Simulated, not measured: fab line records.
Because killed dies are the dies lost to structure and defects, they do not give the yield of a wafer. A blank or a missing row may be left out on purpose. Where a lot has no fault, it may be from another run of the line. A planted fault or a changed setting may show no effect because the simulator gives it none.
A struck lot beside a sound one -- flow nand harc -- 15 steps out of a route of 1302
Sound: wafers L101.1, L101.4, L101.6. Struck: wafers L111.1, L111.5. (L111.3 of the same lot was not struck and is left out.) The cause comes at the end.
Per side, at each step with rows, come the tool, then ch with its chambers, and then its first start. Under that, the readings that differ: sound wafers -- struck wafers -- difference of the means -- sigmas: that difference in standard deviations of wafers without a fault.
alike: a reading whose means differ by less than 2 such deviations, as well as words and numbers matching on both sides. not compared: withheld readings; readings where some wafer has no value; bounds like >300 that might hide an equal value; numbers whose values overlap and for which the record gives no deviation.
Wherever a step has rows on one side only, a row that says differs or no value, or a row with sigmas, the two part there. Numbers that don't overlap but have no deviation are shown without sigmas and don't part them. Lack of a reading on every wafer of one side parts them only where that side has two or more wafers.

NHARC_P_START_INSPECT_01:
  struck on defect inspect-02, day 6 00:02; sound on defect inspect-01, day 1 20:02
  alike: raw defect count
then, 9 steps without rows for these wafers: NHARC_P_ZERO_WELL_PRECLEAN_00 (cleans in SPM, time 600 s); NHARC_P_ZERO_WELL_SRD_01; NHARC_P_ZERO_WELL_PECVD_02 (deposits SiO2, target thk 10 nm); NHARC_P_ZERO_WELL_DEHYDRATE_03 (time 120 s); NHARC_P_ZERO_WELL_HMDS_04 (time 30 s); NHARC_P_ZERO_WELL_COAT_64 (time 65 s); NHARC_P_ZERO_WELL_COAT_05 (resist thk 600 nm); NHARC_P_ZERO_WELL_SOFTBAKE_06 (time 70 s); NHARC_P_ZERO_WELL_EBR_07.
NHARC_P_ZERO_WELL_EXPOSE_08: exposes mask P ZERO, target cd 500 nm.
  sound on krf scanner-01 ch 0, day 1 21:13; struck on krf scanner-03 ch 0, day 6 00:58
  alike: mask, stage vel mm s
then, 2 steps without rows for these wafers: NHARC_P_ZERO_WELL_PEB_09 (peb time 80 s); NHARC_P_ZERO_WELL_DEVELOP_10 (time 50 s).
NHARC_P_ZERO_WELL_CD_MEAS_11: target cd 500 nm.
  sound on cd sem-02 ch 0, day 1 21:22; struck on cd sem-03 ch 0, day 6 01:07
reading,sound,struck,difference,sigmas
cd nm (nm),499.5 499.9 497.1,506.2 507.5,+8.0,+6
then, 1 step without rows for these wafers: NHARC_P_ZERO_WELL_HARDBAKE_12 (time 65 s).

== WHERE THEY PART ==
Only at NHARC_P_ZERO_WELL_CD_MEAS_11, as far as this record shows.

WHY: what the simulator had put in
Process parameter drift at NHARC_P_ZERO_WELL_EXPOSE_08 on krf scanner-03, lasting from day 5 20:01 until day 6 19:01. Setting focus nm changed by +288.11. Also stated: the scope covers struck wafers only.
